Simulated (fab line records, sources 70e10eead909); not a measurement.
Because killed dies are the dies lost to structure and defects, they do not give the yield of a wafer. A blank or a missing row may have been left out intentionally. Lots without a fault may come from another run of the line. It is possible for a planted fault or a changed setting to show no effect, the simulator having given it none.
fab line records    flow nand-harc
record: lots: 6  wafers: 18  last-day: 32
route steps=1302 shown A_M1@1172 END@1302
lots that met no fault: taken from a fault-free run of the same line
start-h: hours from the record's opening day to when the first of the lot's shown wafers began    wait-h: hours elapsed since this lot's preceding step    " unchanged from the row above    L1.1+2: several wafers, shown together as one row    - no value present, or no start provided    * or withheld: withheld    < > ~ a bound
route shown NAME@n: NAME is a module with steps in the file, n the number in the route of the first one    usual: mean/standard deviation taken from wafers without a fault    same: alike in all rows    chamber/n: place in a boat    sites: the reading at each site    _std_site: their standard deviation    _edge_site: inner sites' mean taken away from outer sites' mean    radius-mm: for every site, how far away it sits from the centre of the wafer    mask NAME#n: copy n    behind: the last tool/chamber to shape the wafer    hold: the reason the lot was held/the length of the hold in hours/how it ended    device: which transistor (n, p or np) failed to switch    end of line: the route-end tests of the same wafers    a step with no rows: only its recipe    killed: count of dies lost to structure and defects at first sort (not the wafer's yield)    map: per-die view of a wafer (x killed, . not killed, _ where there is no die)
set.NAME: the setting the step ran with; set.NAME@STEP: the setting that earlier step ran with    model.NAME: the simulator's own value behind a step, which no gauge read
lots at some steps of the route; a table a step, a row a wafer
services: a tool's chamber out of use, with start hour (start-h, from the record's first day; less than 0 if before it), hours out, and reason
== steps ==
step: NHARC_A_M1_COAT_34
recipe: temp-c: 200  time-s: 65
step: NHARC_A_M1_COAT_03
recipe: spin-rpm: 1500  resist-thk-nm: 90
step: NHARC_A_M1_SOFTBAKE_04
recipe: temp-c: 105  time-s: 55
step: NHARC_A_M1_EBR_05
step: NHARC_A_M1_EXPOSE_06
recipe: na: 1.35  target-cd-nm: 120  dose-mj: 75.13  mask-id: A_M1
step: NHARC_A_M1_PEB_07
recipe: peb-temp-c: 100  peb-time-s: 65
step: NHARC_A_M1_DEVELOP_08
recipe: develop-time-s: 35  dev-temp-c: 23
step: NHARC_A_M1_CD_MEAS_09
recipe: target-cd-nm: 120  landing-energy-ev: 500
usual: cd-nm: 120.0/0.63
lot.wafer  tool       chamber  start-h  wait-h  cd-nm
L872.1     cd-sem-02  0        521.98   -       120.3
L872.2     "          0        "        "       120.7
L872.4     "          0        "        "       119.8
L874.2     cd-sem-01  0        536.08   -       119.8
L874.5     "          0        "        "       119.5
L874.6     "          0        "        "       119.5
L881.1     cd-sem-01  0        627.17   -       120.2
L881.2     "          0        "        "       120.1
L881.5     "          0        "        "       120.7
L884.2     cd-sem-02  0        660.53   -       120.5
L884.5     "          0        "        "       120.1
L884.6     "          0        "        "       120.0
L891.1     cd-sem-03  0        722.02   -       120.3
L891.3     "          0        "        "       120.8
L891.6     "          0        "        "       120.2
L892.1     cd-sem-01  0        723.38   -       120.5
L892.4     "          0        "        "       119.1
L892.6     "          0        "        "       119.5
step: NHARC_A_M1_OVL_MEAS_10
recipe: pitch-nm: 240
usual: overlay-x-nm: -0.1/0.91  overlay-y-nm: -0.4/0.6
lot.wafer  tool        chamber  start-h  wait-h  overlay-x-nm  overlay-y-nm
L872.1     overlay-02  -        522.07   -       0.2           -0.3
L872.2     "           -        "        "       0.1           -0.9
L872.4     "           -        "        "       -0.4          -0.2
L874.2     overlay-02  -        536.17   -       -1.2          -0.1
L874.5     "           -        "        "       -1.3          0.0
L874.6     "           -        "        "       -1.3          0.2
L881.1     overlay-01  -        627.26   -       0.2           -1.1
L881.2     "           -        "        "       0.9           -1.9
L881.5     "           -        "        "       0.4           -1.6
L884.2     overlay-02  -        660.61   -       0.0           -0.3
L884.5     "           -        "        "       0.2           -0.4
L884.6     "           -        "        "       0.7           -0.7
L891.1     overlay-01  -        722.11   -       0.5           -0.6
L891.3     "           -        "        "       0.6           -1.1
L891.6     "           -        "        "       0.1           -0.7
L892.1     overlay-02  -        723.46   -       0.4           -1.0
L892.4     "           -        "        "       -0.3          -1.0
L892.6     "           -        "        "       -0.3          -0.6
step: NHARC_A_M1_INSPECT_11
usual: raw-defect-count: 82/32
lot.wafer  tool               chamber  start-h  wait-h  raw-defect-count
L872.1     defect-inspect-01  -        522.11   0.0     39
L872.2     "                  -        "        "       38
L872.4     "                  -        "        "       44
L874.2     defect-inspect-02  -        536.20   0.0     108
L874.5     "                  -        "        "       114
L874.6     "                  -        "        "       103
L881.1     defect-inspect-01  -        627.30   0.0     37
L881.2     "                  -        "        "       47
L881.5     "                  -        "        "       48
L884.2     defect-inspect-01  -        660.65   0.0     74
L884.5     "                  -        "        "       75
L884.6     "                  -        "        "       85
L891.1     defect-inspect-01  -        722.15   0.0     35
L891.3     "                  -        "        "       22
L891.6     "                  -        "        "       35
L892.1     defect-inspect-01  -        723.50   0.0     150
L892.4     "                  -        "        "       104
L892.6     "                  -        "        "       145
step: NHARC_A_M1_DESCUM_14
recipe: time-s: 3  o2-flow-sccm: 200  ar-flow-sccm: 0  bias-power-w: 0  chemistry: O2
usual: drypump-motor-current-A: 5.5/0.47  oes-product-au: 0.998/0.012  rf-vpp-V: 57.9/0.85  showerhead-plenum-p-Torr: 1.94/0.061  throttle-valve-pct: 11.312/0.0089
lot.wafer  tool         chamber  start-h  wait-h  drypump-motor-current-A  oes-product-au  rf-hours-counter-h  rf-vpp-V  showerhead-plenum-p-Torr  throttle-valve-pct
L872.1     rie-diel-05  2        522.17   0.1     6.0                      1.013           7.2                 58.8      1.99                      11.314
L872.4     "            0        "        "       6.3                      1.006           8.1                 56.3      1.87                      11.303
L872.2     "            1        "        "       5.7                      1.000           8.8                 57.4      1.94                      11.315
L874.2     rie-diel-05  3        536.27   0.1     6.6                      1.010           8.6                 58.8      1.84                      11.329
L874.5     "            3        "        "       6.7                      1.009           -                   57.1      1.84                      11.311
L874.6     "            0        "        "       6.2                      1.010           -                   58.0      1.87                      11.312
L881.1     rie-diel-06  3        627.36   0.1     5.5                      0.986           6.5                 59.0      2.01                      11.308
L881.2     "            2        "        "       5.4                      1.001           5.7                 56.0      1.86                      11.319
L881.5     "            3        "        "       5.5                      0.989           -                   58.0      2.01                      11.321
L884.2     rie-diel-04  2        660.74   0.1     5.5                      0.998           2.4                 57.5      1.96                      11.312
L884.6     "            3        "        "       5.6                      1.003           -                   58.2      1.91                      11.304
L884.5     "            0        "        "       4.8                      0.991           -                   58.9      1.93                      11.302
L891.1     rie-diel-06  0        722.22   0.1     5.3                      1.009           3.0                 56.7      1.91                      11.319
L891.3     "            2        "        "       5.4                      0.989           2.9                 57.4      1.86                      11.320
L891.6     "            3        "        "       5.5                      0.982           -                   58.3      2.01                      11.313
L892.1     rie-diel-06  2        723.56   0.1     5.3                      0.991           3.0                 56.7      1.86                      11.319
L892.4     "            1        "        "       5.0                      0.986           2.8                 57.6      1.99                      11.320
L892.6     "            2        "        "       5.4                      0.999           -                   58.1      1.86                      11.323
step: NHARC_A_M1_ETCH_35
recipe: target-depth-a: 400  overetch-a: 120  time-s: 43.94  ion-energy-ev: 200  n2-flow-sccm: 150  h2-flow-sccm: 150  ar-flow-sccm: 0  rf-w: 400  bias-w: 150  chemistry: N2/H2
usual: bias-w: 150.0/0.45  chamber-pressure-mTorr: 29.995/0.025  drypump-motor-current-A: 5.6/0.47  oes-product-au: 0.997/0.011  rf-vpp-V: 431.2/2  showerhead-plenum-p-Torr: 2.06/0.069  throttle-valve-pct: 14.171/0.0081
lot.wafer  tool         chamber  start-h  wait-h  bias-w  chamber-pressure-mTorr  drypump-motor-current-A  oes-product-au  rf-hours-counter-h  rf-vpp-V  showerhead-plenum-p-Torr  throttle-valve-pct
L872.2     rie-diel-05  3        522.26   0.1     149.7   29.955                  6.7                      1.007           7.5                 427.2     1.96                      14.166
L872.1     "            0        "        "       149.5   29.955                  6.3                      1.010           8.1                 429.7     1.99                      14.159
L872.4     "            1        "        "       149.7   29.980                  5.7                      1.005           8.8                 430.9     2.07                      14.182
L874.2     rie-diel-05  2        536.37   0.1     149.2   29.969                  6.0                      0.997           7.9                 434.1     2.13                      14.164
L874.5     "            3        "        "       150.2   29.998                  6.7                      1.005           -                   428.3     1.96                      14.176
L874.6     "            0        "        "       149.7   29.966                  6.3                      1.005           -                   428.6     1.99                      14.173
L881.2     rie-diel-06  0        627.46   0.1     150.5   30.025                  5.3                      1.000           6.1                 430.5     2.04                      14.183
L881.1     "            1        "        "       150.0   29.992                  5.0                      0.981           5.6                 431.9     2.12                      14.179
L881.5     "            3        "        "       149.9   30.022                  5.5                      0.985           -                   433.1     2.14                      14.173
L884.2     rie-diel-04  2        660.80   0.1     149.2   29.990                  5.6                      0.988           2.4                 432.4     2.09                      14.154
L884.6     "            2        "        "       149.6   30.012                  5.6                      0.993           -                   430.8     2.09                      14.173
L884.5     "            3        "        "       149.8   30.015                  5.5                      0.999           -                   429.6     2.03                      14.166
L891.3     rie-diel-06  2        722.30   0.1     150.0   29.996                  5.4                      1.000           2.9                 427.6     1.98                      14.162
L891.1     "            0        "        "       149.6   29.999                  5.3                      1.014           3.0                 431.8     2.04                      14.176
L891.6     "            2        "        "       150.4   29.990                  5.4                      0.996           -                   427.7     1.98                      14.172
L892.4     rie-diel-06  0        723.65   0.1     150.1   29.985                  5.2                      1.007           3.2                 432.0     2.04                      14.180
L892.1     "            3        "        "       150.4   29.988                  5.5                      0.978           1.1                 431.9     2.14                      14.173
L892.6     "            0        "        "       150.5   29.970                  5.3                      1.003           -                   430.3     2.04                      14.170
step: NHARC_A_M1_ETCH_15
recipe: target-depth-a: 1825  time-s: 91.2  c4f8-flow-sccm: withheld  ar-flow-sccm: 400  rf-w: 600  bias-w: 300  chemistry: C4F8/Ar
usual: bias-w: 299.9/0.94  chamber-pressure-mTorr: 25.002/0.022  oes-product-au: 0.946/0.022  rf-vpp-V: 441.7/2
lot.wafer  tool         chamber  start-h  wait-h  bias-w  chamber-pressure-mTorr  oes-product-au  rf-hours-counter-h  rf-vpp-V
L872.4     rie-diel-05  0        522.35   -       299.5   25.010                  0.928           8.1                 440.7
L872.2     "            1        "        "       299.0   24.997                  0.923           8.8                 442.2
L872.1     "            2        "        "       301.4   24.964                  0.927           7.3                 443.4
L874.2     rie-diel-05  0        536.46   -       300.5   24.987                  0.968           9.2                 439.8
L874.6     "            1        "        "       300.5   24.992                  0.978           -                   440.5
L874.5     "            2        "        "       299.3   25.025                  0.984           -                   442.5
L881.1     rie-diel-06  0        627.55   -       299.5   25.025                  0.930           6.1                 440.8
L881.2     "            1        "        "       298.2   25.034                  0.924           5.6                 444.2
L881.5     "            2        "        "       299.6   25.030                  0.935           -                   439.2
L884.2     rie-diel-04  1        660.90   -       300.1   24.993                  0.992           2.5                 444.5
L884.5     "            3        "        "       297.5   25.033                  0.963           -                   439.0
L884.6     "            0        "        "       301.3   25.009                  0.948           -                   440.8
L891.3     rie-diel-06  0        722.39   -       -       -                       -               -                   -
L891.1     "            2        "        "       -       -                       -               -                   -
L891.6     "            0        "        "       -       -                       -               -                   -
L892.4     rie-diel-06  3        723.74   -       -       -                       -               -                   -
L892.1     "            1        "        "       -       -                       -               -                   -
L892.6     "            3        "        "       -       -                       -               -                   -
step: NHARC_A_M1_CD_MEAS_16
usual: cd-nm: 119.8/1
lot.wafer  tool       chamber  start-h  wait-h  cd-nm
L872.1     cd-sem-03  -        522.47   -       121.6
L872.2     "          -        "        "       121.2
L872.4     "          -        "        "       120.8
L874.2     cd-sem-01  -        536.57   -       119.9
L874.5     "          -        "        "       120.1
L874.6     "          -        "        "       121.0
L881.1     cd-sem-03  -        627.66   -       120.2
L881.2     "          -        "        "       119.1
L881.5     "          -        "        "       119.9
L884.2     cd-sem-03  -        661.02   -       120.4
L884.5     "          -        "        "       119.4
L884.6     "          -        "        "       119.1
L891.1     cd-sem-02  -        722.51   -       120.8
L891.3     "          -        "        "       121.5
L891.6     "          -        "        "       120.3
L892.1     cd-sem-01  -        723.87   -       119.7
L892.4     "          -        "        "       119.1
L892.6     "          -        "        "       119.6
step: NHARC_END_SORT_01
recipe: temp-c: 25
usual: killed-at-array: 56/17  killed-at-other: 1.2/1.4  killed-at-periphery: 4/3.2  killed-dies: 61/16  killed-open: 3.6/2.1  killed-short: 2.7/1.8
same: gross-dies: 677
lot.wafer  tool       chamber  start-h  wait-h  killed-at-array  killed-at-other  killed-at-periphery  killed-dies  killed-open  killed-short
L892.1     prober-01  0        763.23   2.5     672              2                3                    677          1            1
L892.4     prober-01  0        765.63   3.4     674              2                1                    677          3            2
L892.6     prober-01  0        767.23   4.0     674              3                0                    677          1            2
L891.1     prober-02  0        764.97   2.5     675              0                2                    677          2            2
L891.3     prober-02  0        766.56   3.1     676              0                1                    677          1            2
L891.6     prober-02  0        768.93   4.0     673              0                4                    677          3            5
killed by level:class
L892.1 A_M1:area-etch=581 A_SLIT:chamber-film-flake=29 A_CHANNEL_HOLE_D2:chamber-film-flake=24 A_CHANNEL_HOLE_D1:chamber-film-flake=13 A_CONTACT:chamber-film-flake=6 A_M1:chamber-film-flake=4 P_M2:chamber-film-flake=3 A_CHANNEL_FILL_D1:chamber-film-flake=3
L891.1 A_M1:area-etch=639 A_CHANNEL_HOLE_D1:chamber-film-flake=18 A_SLIT:chamber-film-flake=10 A_CONTACT:chamber-film-flake=2 P_M0:geometric-particle:open=1 A_ONON_D2:geometric-particle:short=1 A_CHANNEL_HOLE_D2:geometric-particle:short=1 A_BLC:geometric-particle:open=1
L892.4 A_M1:area-etch=609 A_SLIT:chamber-film-flake=20 A_CHANNEL_HOLE_D2:chamber-film-flake=19 A_CHANNEL_HOLE_D1:chamber-film-flake=16 A_CONTACT:chamber-film-flake=3 HYBRID_BOND:chamber-film-flake=2 P_CONTACT:geometric-particle:open=1 A_CHANNEL_FILL_D2:geometric-particle:short=1
L891.3 A_M1:area-etch=655 A_CHANNEL_HOLE_D1:chamber-film-flake=10 A_CHANNEL_FILL_D2:chamber-film-flake=2 A_SLIT:chamber-film-flake=2 A_SGD_CUT:geometric-particle:short=1 A_WL_FILL:geometric-particle:open=1 A_WL_FILL:geometric-particle:short=1 P_BONDPAD:chamber-film-flake=1
L892.6 A_M1:area-etch=587 A_SLIT:chamber-film-flake=28 A_CHANNEL_HOLE_D2:chamber-film-flake=27 A_CHANNEL_HOLE_D1:chamber-film-flake=14 A_CONTACT:chamber-film-flake=7 A_WL_FILL:chamber-film-flake=3 A_M1:chamber-film-flake=3 HYBRID_BOND:chamber-film-flake=3
L891.6 A_M1:area-etch=642 A_CHANNEL_HOLE_D1:chamber-film-flake=13 A_SLIT:chamber-film-flake=6 A_CHANNEL_FILL_D2:geometric-particle:open=2 A_CONTACT:chamber-film-flake=2 P_CONTACT:geometric-particle:open=1 A_CHANNEL_FILL_D1:geometric-particle:short=1 A_DECK1_JOINT:geometric-particle:short=1
map L891.1 (x killed, . not)
____________x____________
_________xxxxxxx_________
_______xxxxxxxxxxx_______
______xxxxxxxxxxxxx______
_____xxxxxxxxxxxxxxx_____
____xxxxxxxxxxxxxxxxx____
____xxxxxxxxxxxxxxxxx____
___xxxxxxxxxxxxxxxxxxx___
___xxxxxxxxxxxxxxxxxxx___
__xxxxxxxxxxxxxxxxxxxxx__
__xxxxxxxxxxxxxxxxxxxxx__
_xxxxxxxxxxxxxxxxxxxxxxx_
_xxxxxxxxxxxxxxxxxxxxxxx_
_xxxxxxxxxxxxxxxxxxxxxxx_
_xxxxxxxxxxxxxxxxxxxxxxx_
_xxxxxxxxxxxxxxxxxxxxxxx_
xxxxxxxxxxxxxxxxxxxxxxxxx
xxxxxxxxxxxxxxxxxxxxxxxxx
xxxxxxxxxxxxxxxxxxxxxxxxx
xxxxxxxxxxxxxxxxxxxxxxxxx
xxxxxxxxxxxxxxxxxxxxxxxxx
_xxxxxxxxxxxxxxxxxxxxxxx_
_xxxxxxxxxxxxxxxxxxxxxxx_
_xxxxxxxxxxxxxxxxxxxxxxx_
_xxxxxxxxxxxxxxxxxxxxxxx_
_xxxxxxxxxxxxxxxxxxxxxxx_
__xxxxxxxxxxxxxxxxxxxxx__
__xxxxxxxxxxxxxxxxxxxxx__
___xxxxxxxxxxxxxxxxxxx___
___xxxxxxxxxxxxxxxxxxx___
____xxxxxxxxxxxxxxxxx____
____xxxxxxxxxxxxxxxxx____
_____xxxxxxxxxxxxxxx_____
______xxxxxxxxxxxxx______
_______xxxxxxxxxxx_______
_________xxxxxxx_________
____________x____________
map L892.1 (x killed, . not)
____________x____________
_________xxxxxxx_________
_______xxxxxxxxxxx_______
______xxxxxxxxxxxxx______
_____xxxxxxxxxxxxxxx_____
____xxxxxxxxxxxxxxxxx____
____xxxxxxxxxxxxxxxxx____
___xxxxxxxxxxxxxxxxxxx___
___xxxxxxxxxxxxxxxxxxx___
__xxxxxxxxxxxxxxxxxxxxx__
__xxxxxxxxxxxxxxxxxxxxx__
_xxxxxxxxxxxxxxxxxxxxxxx_
_xxxxxxxxxxxxxxxxxxxxxxx_
_xxxxxxxxxxxxxxxxxxxxxxx_
_xxxxxxxxxxxxxxxxxxxxxxx_
_xxxxxxxxxxxxxxxxxxxxxxx_
xxxxxxxxxxxxxxxxxxxxxxxxx
xxxxxxxxxxxxxxxxxxxxxxxxx
xxxxxxxxxxxxxxxxxxxxxxxxx
xxxxxxxxxxxxxxxxxxxxxxxxx
xxxxxxxxxxxxxxxxxxxxxxxxx
_xxxxxxxxxxxxxxxxxxxxxxx_
_xxxxxxxxxxxxxxxxxxxxxxx_
_xxxxxxxxxxxxxxxxxxxxxxx_
_xxxxxxxxxxxxxxxxxxxxxxx_
_xxxxxxxxxxxxxxxxxxxxxxx_
__xxxxxxxxxxxxxxxxxxxxx__
__xxxxxxxxxxxxxxxxxxxxx__
___xxxxxxxxxxxxxxxxxxx___
___xxxxxxxxxxxxxxxxxxx___
____xxxxxxxxxxxxxxxxx____
____xxxxxxxxxxxxxxxxx____
_____xxxxxxxxxxxxxxx_____
______xxxxxxxxxxxxx______
_______xxxxxxxxxxx_______
_________xxxxxxx_________
____________x____________
== services ==
tool         chamber  start-h  hours  kind
rie-diel-06  2        501.97   6.2    repair
rie-diel-06  0        517.70   -      clean
rie-diel-06  1        517.70   -      clean
rie-diel-06  2        517.70   -      clean
rie-diel-06  3        517.70   -      clean
rie-diel-04  -        531.93   9.0    pm
rie-diel-06  0        542.20   -      clean
rie-diel-06  1        542.20   -      clean
rie-diel-06  -        573.84   1.3    repair
rie-diel-05  0        580.32   37.0   repair
rie-diel-05  -        584.10   9.0    pm
rie-diel-04  2        592.24   2.4    repair
rie-diel-06  1        597.23   7.1    repair
rie-diel-05  1        624.08   2.5    repair
rie-diel-04  2        636.21   14.9   repair
rie-diel-06  -        661.25   9.0    pm
rie-diel-06  1        674.62   6.2    repair
rie-diel-04  -        679.39   0.2    repair
rie-diel-04  3        689.95   8.6    repair
rie-diel-04  2        696.46   8.6    repair
rie-diel-06  3        702.62   10.4   repair
rie-diel-04  1        707.07   9.7    repair
rie-diel-04  -        708.93   9.0    pm
rie-diel-05  2        722.37   12.8   repair
== key ==
first-sign: step: NHARC_A_M1_ETCH_15  reading: tool-record  direction: missing
effect: step: NHARC_END_SORT_01  reading: killed-at-array  direction: up  sigmas: 37  usual: 56  struck: 674
more-kills-born-at: NHARC_A_M1_ETCH_15@rie-diel-06: 3713
met-at NHARC_A_M1_ETCH_15
struck-wafers L891.1,L891.3,L891.6,L892.1,L892.4,L892.6
later-rows-left-out L891.1,L891.3,L891.6,L892.1,L892.4,L892.6
tester-left-out L892
onset-between 627.55 722.39
earlier-fault: kind: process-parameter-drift  tool: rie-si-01  chamber: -  onset-h: 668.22  steps: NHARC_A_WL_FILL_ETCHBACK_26  channel: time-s  offset: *  shape: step  acts-in: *  stated: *
fault: kind: skipped-step-whole  tool: rie-diel-05,rie-diel-06  chamber: -  onset-h: 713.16  steps: NHARC_A_M1_ETCH_15  scope: struck-lots-only
tester-left-out: of these lots the tester's yield and bins aren't shown, on N5 and GAA mostly nor the transistor test; their killed dies are dies lost to structure and defects alone, not to doping, threshold or leakage, so they don't give the yield
later-rows-left-out: the simulator's readings of these wafers behind a module that went badly wrong aren't trusted and aren't shown, but for the sort
